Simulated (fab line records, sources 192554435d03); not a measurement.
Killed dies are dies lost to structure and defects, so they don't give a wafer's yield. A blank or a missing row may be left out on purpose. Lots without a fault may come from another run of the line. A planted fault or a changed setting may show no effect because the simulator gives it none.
Split-lot experiment | flow n5_finfet | 7 lots, 21 wafers read, on a route of 1938 steps

THE SPLIT
At N5_BEOL_M4_PECVD_72 (deposits SiO2 from TEOS/O2, target thk 16 nm, time 18 s), the setting time_s was moved away from the recipe's 18 s on 11 of the 21 wafers read, by -13.7% to +11.6%. The other wafers ran this setting at the recipe's value.

The reading is taken at the split's own step.

THE READING
SiO2_of_BEOL_M4_PECVD_72.thk_nm (the simulator's own value, which no gauge read), in nm, at N5_BEOL_M4_PECVD_72 (deposits SiO2 from TEOS/O2, target thk 16 nm, time 18 s). The file gives no usual value for it. The 10 wafers here that ran the recipe average 16.0 nm, standard deviation 0.28 nm.

wafer  | tool, chamber at the split | time_s as run, s | against the recipe | SiO2_of_BEOL_M4_PECVD_72.thk_nm, nm | against lot-mates on the recipe
L078.1 | pecvd-01, 0,2              | 20.07            | +11.5%             | 17.6                                | no lot-mate on the recipe
L078.3 | pecvd-01, 0,2              | 20.07            | +11.5%             | 17.6                                | no lot-mate on the recipe
L078.5 | pecvd-01, 1                | 20.07            | +11.5%             | 18                                  | no lot-mate on the recipe
L080.2 | pecvd-04, 1                | 18               | recipe             | 15.8                                | -
L080.3 | pecvd-04, 2                | 18               | recipe             | 16.2                                | -
L080.4 | pecvd-04, 2                | 18               | recipe             | 16.2                                | -
L082.3 | pecvd-02, 0                | 18               | recipe             | 15.6                                | -
L082.5 | pecvd-02, 0                | 18               | recipe             | 16                                  | -
L082.6 | pecvd-02, 1                | 18               | recipe             | 16.6                                | -
L085.1 | pecvd-04, 0                | 15.96            | -11.3%             | 14                                  | -2.2
L085.5 | pecvd-04, 0                | 15.96            | -11.3%             | 14.4                                | -1.8
L085.6 | pecvd-04, 2                | 18               | recipe             | 16.2                                | -
L089.3 | pecvd-01, 1                | 18               | recipe             | 15.8                                | -
L089.5 | pecvd-01, 0,1              | 15.93            | -11.5%             | 14.2                                | -1.6
L089.6 | pecvd-01, 0,1              | 15.93            | -11.5%             | 14.2                                | -1.6
L092.2 | pecvd-01, 1                | 18               | recipe             | 15.8                                | -
L092.5 | pecvd-01, 0                | 20.08            | +11.6%             | 18                                  | +2.0
L092.6 | pecvd-01, 2                | 18               | recipe             | 16.2                                | -
L094.1 | pecvd-02, 0                | 15.53            | -13.7%             | 13.6                                | no lot-mate on the recipe
L094.3 | pecvd-02, 2                | 15.53            | -13.7%             | 13.2                                | no lot-mate on the recipe
L094.4 | pecvd-02, 0                | 15.53            | -13.7%             | 14                                  | no lot-mate on the recipe
Where a row lists several chambers, the file gives one row for several wafers and doesn't say which wafer went through which chamber.

THE FIT
A straight line over all 21 wafers: SiO2_of_BEOL_M4_PECVD_72.thk_nm changes by +0.163 nm for each +1% of time_s; r = +0.98; the points scatter about the line by 0.28 nm.
The same after taking each lot's own level away (the mean of its wafers on the recipe; 15 wafers): +0.162 nm for each +1%; r = +0.97; scatter 0.27 nm.
On that fit, the largest move of time_s shifts the reading by 2.2 nm.
The lots' own levels span 15.80 to 16.20 nm, that is 1.4 times the standard deviation above.
So the lot-to-lot level changes the slope little: the two slopes agree.
Check: with one of the wafers moved furthest among these (+11.6%) left out of the fit, the line predicts +1.82 nm for it against its lot-mates. It came out at +2 nm against them.

OTHER SPLITS ON THESE WAFERS
These wafers also went through other splits before the reading. Each is held against what the fit with the lots' levels taken away leaves over:
other split on the same wafers         | wafers away from the commonest value | r with SiO2_of_BEOL_M4_PECVD_72.thk_nm (lot level and that fit taken away)
N5_MOL_CONTACT_COAG_ALD_123 ald_cycles | 8                                    | -0.13
N5_MOL_CONTACT_COAG_VIA_ETCH_46 bias_w | 7                                    | +0.05
N5_MOL_CONTACT_COAG_COAT_34 spin_rpm   | 6                                    | -0.20
N5_BEOL_M0_SAQP_COAT_08 spin_rpm       | 7                                    | -0.06
N5_BEOL_M0_ETCH_138 source_w           | 4                                    | +0.14
N5_BEOL_M0_ETCH_128 source_w           | 7                                    | +0.19
N5_BEOL_M1_ALD_98 ald_cycles           | 8                                    | -0.14
N5_BEOL_M2_COAT_67 spin_rpm            | 7                                    | -0.08
N5_BEOL_M2_COAT_76 time_s              | 6                                    | +0.03
N5_BEOL_M3_COAT_76 spin_rpm            | 3                                    | -0.41
N5_BEOL_M3_COAT_22 spin_rpm            | 5                                    | -0.12

THE FILE'S OWN FIT
SiO2_of_BEOL_M4_PECVD_72.thk_nm changes by +0.163 nm for each +1% of time_s, r = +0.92.
